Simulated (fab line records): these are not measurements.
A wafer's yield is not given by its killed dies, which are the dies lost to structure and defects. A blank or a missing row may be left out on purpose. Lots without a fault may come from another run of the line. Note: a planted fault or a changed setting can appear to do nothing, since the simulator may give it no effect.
fab line records	flow nand-harc
record: lots: 13	wafers: 39	last-day: 34
route steps=1302 shown A_STAIRCASE@769 THIN_TSV@1273 END@1302
lots that met no fault: from a run of the same line without faults
start-h: hours from the record's opening day to when the first of the lot's shown wafers began	wait-h: time in hours since the lot's previous step	" the same as in the row above	L1.1+2: a single row standing in for several wafers	- no value present, or no start provided	* or withheld: withheld	< > ~ a bound
route shown NAME@n: NAME is a module with steps in the file, n the number in the route of the first one	usual: mean/standard deviation of fault-free wafers	same: alike in all rows	chamber/n: place in a boat	sites: per-site readings	_std_site: the values' standard deviation	_edge_site: mean of outer sites minus mean of inner sites	radius-mm: for every site, how far away it sits from the centre of the wafer	mask NAME#n: copy n	behind: the tool/chamber that last shaped the wafer	hold: cause of the lot's hold/its duration in hours/its outcome	device: whichever transistor did not switch (one of n, p or np)	end of line: tests of these same wafers at the route's end	a step with no rows: only its recipe	killed: dies that structure and defects cost at the first sort, which is not the same as the wafer's yield	map: shows each die of a wafer: x if killed, . if not, _ if none is there
set.NAME: setting as actually run; set.NAME@STEP: the setting as run at that earlier step	model.NAME: the simulator's own value behind a step, which no gauge read
route steps across a sampled set of lots; one table per step, one row per wafer
services: when a tool's chamber went out of use (start-h, in hours from the record's first day, below 0 if earlier), for how many hours, and the reason
== steps ==
step: NHARC_A_STAIRCASE_STRIP_255
recipe: time-s: 900	temp-c: 130	chemistry: SPM
lot.wafer	tool	chamber	start-h	wait-h
L687.2+4+5	wet-bench-01	0,3,4	368.55	0.3
L688.3+5+2	wet-bench-02	6,7,3	377.21	0.2
L690.6+4+2	wet-bench-09	3,4,7	395.93	0.1
L693.3+6+4	wet-bench-01	1,2,3	432.05	0.2
L694.5+6+1	wet-bench-02	7,1,2	442.47	0.1
L695.6+2+5	wet-bench-09	4,5,7	450.92	0.1
L697.4+6+5	wet-bench-09	7,0,3	470.51	0.2
L700.5+6+3	wet-bench-09	7,0,1	483.93	0.1
L699.2+3+6	wet-bench-09	7,0,3	485.67	0.3
L708.2+1+5	wet-bench-02	2,3,4	591.34	0.3
L707.5+1+2	wet-bench-09	0,2,4	593.73	0.1
L709.1+4+3	wet-bench-01	7,0,1	598.89	0.3
L710.6+5+2	wet-bench-01	2,4,5	609.16	0.1
step: NHARC_THIN_TSV_PVD_51
recipe: target-thk-a: 1000	chamber-pressure-pa: 5	material: Cu
usual: throttle-valve-pct: 30.1/1.1
lot.wafer	tool	chamber	start-h	wait-h	throttle-valve-pct
L687.2	pvd-sputter-02	-	-	-	30.8
L687.4	"	-	"	"	31.8
L687.5	"	-	"	"	31.9
L690.4	pvd-sputter-01	-	-	-	29.7
L690.2	"	-	"	"	28.5
L690.6	"	-	"	"	30.6
L688.2	pvd-sputter-03	-	-	-	28.8
L688.3	"	-	"	"	31.8
L688.5	"	-	"	"	29.0
L693.4	pvd-sputter-02	-	-	-	31.7
L693.3	"	-	"	"	30.7
L693.6	"	-	"	"	30.9
L694.1	pvd-sputter-02	-	-	-	28.5
L694.6	"	-	"	"	30.5
L694.5	"	-	"	"	28.5
L695.2	pvd-sputter-01	-	-	-	28.4
L695.5	"	-	"	"	30.1
L695.6	"	-	"	"	30.9
L697.4	pvd-sputter-03	-	-	-	31.8
L697.6	"	-	"	"	31.8
L697.5	"	-	"	"	30.1
L700.3	pvd-sputter-03	-	-	-	29.1
L700.5	"	-	"	"	31.7
L700.6	"	-	"	"	29.6
L699.2	pvd-sputter-02	-	-	-	31.1
L699.3	"	-	"	"	30.7
L699.6	"	-	"	"	30.1
L708.2	pvd-sputter-02	-	-	-	30.8
L708.1	"	-	"	"	29.5
L708.5	"	-	"	"	30.6
L710.2	pvd-sputter-02	-	-	-	29.5
L710.6	"	-	"	"	30.6
L710.5	"	-	"	"	29.5
L707.1	pvd-sputter-01	-	-	-	29.2
L707.2	"	-	"	"	28.7
L707.5	"	-	"	"	29.1
L709.1	pvd-sputter-02	-	-	-	31.3
L709.3	"	-	"	"	30.5
L709.4	"	-	"	"	29.4
step: NHARC_THIN_TSV_DEGAS_53
recipe: temp-c: 300	time-s: 60
usual: heater-power-w: 469/59
lot.wafer	tool	chamber	start-h	wait-h	heater-power-w
L687.2	pvd-sputter-02	-	555.63	0.1	441
L687.4	"	-	"	"	438
L687.5	"	-	"	"	454
L690.4	pvd-sputter-01	-	575.06	0.1	418
L690.2	"	-	"	"	409
L690.6	"	-	"	"	548
L688.3	pvd-sputter-03	-	576.46	0.1	553
L688.2	"	-	"	"	456
L688.5	"	-	"	"	422
L693.3	pvd-sputter-02	-	612.14	0.1	480
L693.4	"	-	"	"	415
L693.6	"	-	"	"	425
L694.1	pvd-sputter-02	-	637.10	0.1	438
L694.5	"	-	"	"	480
L694.6	"	-	"	"	410
L695.2	pvd-sputter-01	-	638.52	0.1	624
L695.5	"	-	"	"	415
L695.6	"	-	"	"	623
L697.4	pvd-sputter-02	-	659.33	0.1	443
L697.6	"	-	"	"	454
L697.5	"	-	"	"	443
L700.3	pvd-sputter-02	-	662.64	0.1	446
L700.5	"	-	"	"	504
L700.6	"	-	"	"	440
L699.2	pvd-sputter-01	-	663.71	0.1	535
L699.3	"	-	"	"	395
L699.6	"	-	"	"	607
L708.2	pvd-sputter-01	-	776.02	0.1	421
L708.1	"	-	"	"	537
L708.5	"	-	"	"	414
L710.2	pvd-sputter-01	-	783.93	0.1	548
L710.6	"	-	"	"	415
L710.5	"	-	"	"	552
L707.1	pvd-sputter-02	-	784.85	0.1	460
L707.2	"	-	"	"	442
L707.5	"	-	"	"	438
L709.3	pvd-sputter-02	-	795.88	0.1	500
L709.1	"	-	"	"	428
L709.4	"	-	"	"	438
step: NHARC_THIN_TSV_ETCH_59
recipe: target-depth-a: 8800	icp-w: 900	bias-w: 100	Cl2_flow_sccm: 60	bcl3-flow-sccm: 30	time-s: 138.1	chemistry: Cl2/BCl3
usual: drypump-motor-current-A: 5.6/0.6	he-backside-leak-sccm: 3.3/0.36	oes-product-au: 0.997/0.0085	rf-fwd-power-W: 896/3.2	throttle-valve-pct: 22.265/0.0098
lot.wafer	tool	chamber	start-h	wait-h	drypump-motor-current-A	he-backside-leak-sccm	oes-product-au	rf-fwd-power-W	rf-hours-counter-h	throttle-valve-pct
L687.2	rie-metal-03	0	557.05	0.1	4.9	3.0	0.987	897	0.5	22.265
L687.4	"	1	"	"	5.7	3.3	1.004	904	-	22.297
L687.5	"	1	"	"	5.8	3.2	1.004	899	-	22.281
L690.2	rie-metal-03	0	576.52	0.1	4.9	3.1	0.994	893	1.0	22.250
L690.4	"	0	"	"	4.9	5.5	0.990	895	-	22.244
L690.6	"	1	"	"	5.8	2.9	0.993	894	-	22.278
L688.2	rie-metal-03	0	577.91	0.1	4.9	3.1	0.993	905	1.2	22.256
L688.3	"	0	"	"	4.9	3.2	1.002	899	-	22.260
L688.5	"	1	"	"	5.8	2.9	1.013	897	-	22.276
L693.3	rie-metal-02	0	613.64	0.2	5.8	3.3	0.984	892	-	22.256
L693.4	"	1	"	"	6.6	3.3	0.986	895	-	22.261
L693.6	"	0	"	"	5.8	3.4	0.985	891	-	22.278
L694.1	rie-metal-01	1	638.41	0.2	4.9	3.4	0.986	895	0.5	22.279
L694.5	"	0	"	"	5.1	3.0	1.002	895	-	22.271
L694.6	"	1	"	"	4.9	3.3	1.006	896	-	22.258
L695.2	rie-metal-03	1	639.85	0.1	5.8	2.9	0.990	896	1.9	22.265
L695.5	"	0	"	"	4.9	3.2	0.991	894	-	22.263
L695.6	"	1	"	"	5.8	3.0	1.003	898	-	22.254
L697.4	rie-metal-01	0	660.86	0.2	5.1	2.9	0.999	889	-	22.252
L697.6	"	0	"	"	5.1	3.0	1.000	886	-	22.256
L697.5	"	1	"	"	4.9	3.4	1.011	900	-	22.266
L700.3	rie-metal-02	0	664.15	0.2	5.7	3.4	0.995	891	-	22.248
L700.5	"	1	"	"	6.6	3.3	0.992	899	-	22.264
L700.6	"	0	"	"	5.7	3.7	0.990	889	-	22.258
L699.2	rie-metal-03	1	665.01	0.1	5.7	2.9	1.007	894	2.6	22.270
L699.3	"	0	"	"	4.9	3.2	0.987	901	-	22.243
L699.6	"	0	"	"	4.9	3.1	0.984	899	-	22.267
L708.1	rie-metal-02	1	777.45	0.1	6.6	3.1	1.001	894	2.3	22.270
L708.2	"	0	"	"	5.7	3.3	0.994	890	2.7	22.255
L708.5	"	0	"	"	5.7	3.6	0.997	892	-	22.259
L710.2	rie-metal-03	0	785.22	0.1	4.9	3.1	1.005	895	1.5	22.252
L710.5	"	0	"	"	4.9	3.1	1.016	895	-	22.281
L710.6	"	1	"	"	5.8	3.0	1.017	895	-	22.259
L707.1	rie-metal-03	0	786.27	0.1	4.9	3.1	0.994	900	1.7	22.272
L707.2	"	1	"	"	5.8	3.1	1.000	892	1.7	22.249
L707.5	"	1	"	"	5.8	3.2	0.999	894	-	22.264
L709.1	rie-metal-02	0	797.31	0.1	5.7	3.3	0.991	892	3.0	22.262
L709.3	"	0	"	"	5.8	3.5	0.996	894	-	22.259
L709.4	"	1	"	"	6.6	3.2	1.000	898	-	22.254
step: NHARC_END_SORT_01
recipe: temp-c: 25
usual: killed-at-array: 52/17	killed-at-other: 0.9/1.2	killed-at-periphery: 3.9/2.7	killed-dies: 57/16	killed-open: 3.3/1.9	killed-short: 2.5/1.5
same: gross-dies: 677
lot.wafer	tool	chamber	start-h	wait-h	killed-at-array	killed-at-other	killed-at-periphery	killed-dies	killed-open	killed-short
L688.2	prober-01	0	586.04	2.8	87	0	6	93	8	3
L688.3	prober-01	0	586.84	3.1	75	0	5	80	3	1
L688.5	prober-01	0	588.44	3.7	87	0	3	90	3	2
L699.2	prober-02	0	678.29	2.8	25	2	12	39	3	2
L699.3	prober-02	0	679.09	3.1	30	1	8	39	2	2
L699.6	prober-02	0	681.48	4.0	132	3	7	142	5	1
L700.3	prober-01	0	679.13	3.1	47	5	4	56	3	4
L700.5	prober-01	0	680.76	3.8	60	6	5	71	2	3
L700.6	prober-01	0	681.57	4.1	45	1	1	47	2	2
L707.1	prober-02	0	806.04	2.5	42	0	6	48	1	3
L707.2	prober-02	0	806.83	2.8	44	0	5	49	1	2
L707.5	prober-02	0	809.21	3.7	40	0	6	46	3	1
killed by level:class
L688.2 A_CHANNEL_HOLE_D1:chamber-film-flake=27 A_CHANNEL_HOLE_D2:chamber-film-flake=23 A_SLIT:chamber-film-flake=20 A_STAIRCASE:chamber-film-flake=3 A_CHANNEL_FILL_D2:geometric-particle:open=2 P_M2:chamber-film-flake=2 A_CONTACT:chamber-film-flake=2 P_STI:geometric-particle:open=1
L688.3 A_CHANNEL_HOLE_D2:chamber-film-flake=35 A_CHANNEL_HOLE_D1:chamber-film-flake=25 A_SLIT:chamber-film-flake=8 P_M2:chamber-film-flake=2 A_STAIRCASE:chamber-film-flake=2 A_CONTACT:chamber-film-flake=2 P_M0:geometric-particle:short=1 P_M0:geometric-particle:open=1
L688.5 A_CHANNEL_HOLE_D1:chamber-film-flake=32 A_CHANNEL_HOLE_D2:chamber-film-flake=27 A_SLIT:chamber-film-flake=19 A_CONTACT:chamber-film-flake=5 A_CHANNEL_FILL_D2:geometric-particle:open=2 P_GATE:geometric-particle:open=1 A_DECK1_JOINT:geometric-particle:short=1 A_CHANNEL_FILL_D2:geometric-particle:short=1
L699.2 A_SLIT:chamber-film-flake=11 P_GATE:chamber-film-flake=5 A_CHANNEL_HOLE_D1:chamber-film-flake=4 P_CONTACT:chamber-film-flake=3 A_CHANNEL_FILL_D1:geometric-particle:short=2 P_STI:chamber-film-flake=2 A_STAIRCASE:chamber-film-flake=2 THIN_TSV:chamber-film-flake=2
L699.3 A_SLIT:chamber-film-flake=16 P_CONTACT:chamber-film-flake=6 A_DECK1_JOINT:chamber-film-flake=3 A_M1:chamber-film-flake=3 A_ZERO_WELL:chamber-film-flake=2 P_M0:geometric-particle:short=1 A_CHANNEL_FILL_D1:geometric-particle:open=1 A_DECK1_JOINT:geometric-particle:short=1
L700.3 A_CHANNEL_HOLE_D1:chamber-film-flake=24 A_CHANNEL_HOLE_D2:chamber-film-flake=7 THIN_TSV:chamber-film-flake=5 A_SLIT:chamber-film-flake=3 A_STAIRCASE:chamber-film-flake=3 A_ZERO_WELL:chamber-film-flake=2 A_CONTACT:chamber-film-flake=2 P_CONTACT:geometric-particle:short=1
L700.5 A_CHANNEL_HOLE_D1:chamber-film-flake=33 A_CHANNEL_HOLE_D2:chamber-film-flake=18 THIN_TSV:chamber-film-flake=5 A_SLIT:chamber-film-flake=3 P_M1:chamber-film-flake=2 P_M0:geometric-particle:short=1 A_ONON_D1:geometric-particle:open=1 A_DECK1_JOINT:geometric-particle:short=1
L699.6 A_STAIRCASE:unspecified=98 A_CHANNEL_HOLE_D1:chamber-film-flake=10 A_SLIT:chamber-film-flake=8 P_CONTACT:chamber-film-flake=6 A_CONTACT:chamber-film-flake=4 THIN_TSV:chamber-film-flake=3 A_STAIRCASE:chamber-film-flake=3 A_SOURCE_PLATE:geometric-particle:open=1
L700.6 A_CHANNEL_HOLE_D1:chamber-film-flake=30 A_CHANNEL_HOLE_D2:chamber-film-flake=7 A_CONTACT:chamber-film-flake=2 P_CONTACT:geometric-particle:open=1 A_ONON_D1:geometric-particle:open=1 A_ONON_D1:geometric-particle:short=1 A_DECK1_JOINT:geometric-particle:short=1 A_DECK1_JOINT:chamber-film-flake=1
L707.1 A_CHANNEL_HOLE_D1:chamber-film-flake=15 A_CHANNEL_HOLE_D2:chamber-film-flake=10 A_SLIT:chamber-film-flake=8 P_CONTACT:chamber-film-flake=5 A_SGD_CUT:chamber-film-flake=2 A_WL_FILL:chamber-film-flake=2 P_M2:geometric-particle:short=1 A_SOURCE_PLATE:geometric-particle:short=1
L707.2 A_CHANNEL_HOLE_D2:chamber-film-flake=25 A_SLIT:chamber-film-flake=8 A_CHANNEL_HOLE_D1:chamber-film-flake=5 P_CONTACT:chamber-film-flake=3 A_WL_FILL:chamber-film-flake=2 A_ONON_D1:geometric-particle:short=1 A_SGD_CUT:geometric-particle:short=1 A_M0:geometric-particle:open=1
L707.5 A_CHANNEL_HOLE_D2:chamber-film-flake=18 A_SLIT:chamber-film-flake=11 A_CHANNEL_HOLE_D1:chamber-film-flake=6 P_CONTACT:chamber-film-flake=4 P_M0:geometric-particle:open=1 A_DECK1_JOINT:geometric-particle:open=1 A_M1:geometric-particle:open=1 A_M1:geometric-particle:short=1
== services ==
tool	chamber	start-h	hours	kind
pvd-sputter-03	-	348.00	10.0	pm
rie-metal-02	0	348.99	10.9	repair
rie-metal-02	1	351.79	2.4	repair
wet-bench-09	-	352.80	8.0	pm
pvd-sputter-01	-	387.88	9.1	repair
pvd-sputter-01	-	404.05	10.0	pm
rie-metal-02	-	418.64	0.8	repair
wet-bench-01	-	419.64	0.7	repair
rie-metal-03	1	421.89	9.7	repair
pvd-sputter-02	-	460.03	10.0	pm
pvd-sputter-01	-	485.56	4.9	repair
rie-metal-03	0	491.87	8.2	repair
rie-metal-03	-	519.00	9.0	pm
wet-bench-09	-	528.80	8.0	pm
pvd-sputter-01	-	548.25	1.6	repair
pvd-sputter-01	-	582.05	10.0	pm
pvd-sputter-01	-	607.20	8.5	repair
pvd-sputter-02	-	620.71	2.6	repair
pvd-sputter-02	-	628.47	4.1	repair
pvd-sputter-02	-	638.03	10.0	pm
rie-metal-03	-	696.00	9.0	pm
wet-bench-09	-	704.80	8.0	pm
pvd-sputter-01	-	743.73	3.5	repair
pvd-sputter-01	-	760.05	10.0	pm
== key ==
first-sign: step: NHARC_END_SORT_01	reading: killed-dies	direction: up	sigmas: 5.2	usual: 57	struck: 142
effect: step: NHARC_END_SORT_01	reading: killed-at-array	direction: up	sigmas: 4.8	usual: 52	struck: 132
more-kills-born-at: NHARC_A_STAIRCASE_STRIP_255@wet-bench-09: 98
met-at NHARC_A_STAIRCASE_STRIP_255
struck-lots L699
struck-wafers L699.6
tester-left-out L699
not-acting-at NHARC_THIN_TSV_PVD_51,NHARC_THIN_TSV_DEGAS_53,NHARC_THIN_TSV_ETCH_59
onset-between 470.51 485.67
fault: kind: chamber-particle-source	tool: wet-bench-09	chamber: 3	onset-h: 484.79	steps: NHARC_A_STAIRCASE_STRIP_255	rate-per-visit-cm2: 1.3807	end-h: 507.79
tester-left-out: of these lots the tester's yield and bins aren't shown, on N5 and GAA mostly nor the transistor test; their killed dies are dies lost to structure and defects alone, not to doping, threshold or leakage, so they don't give the yield
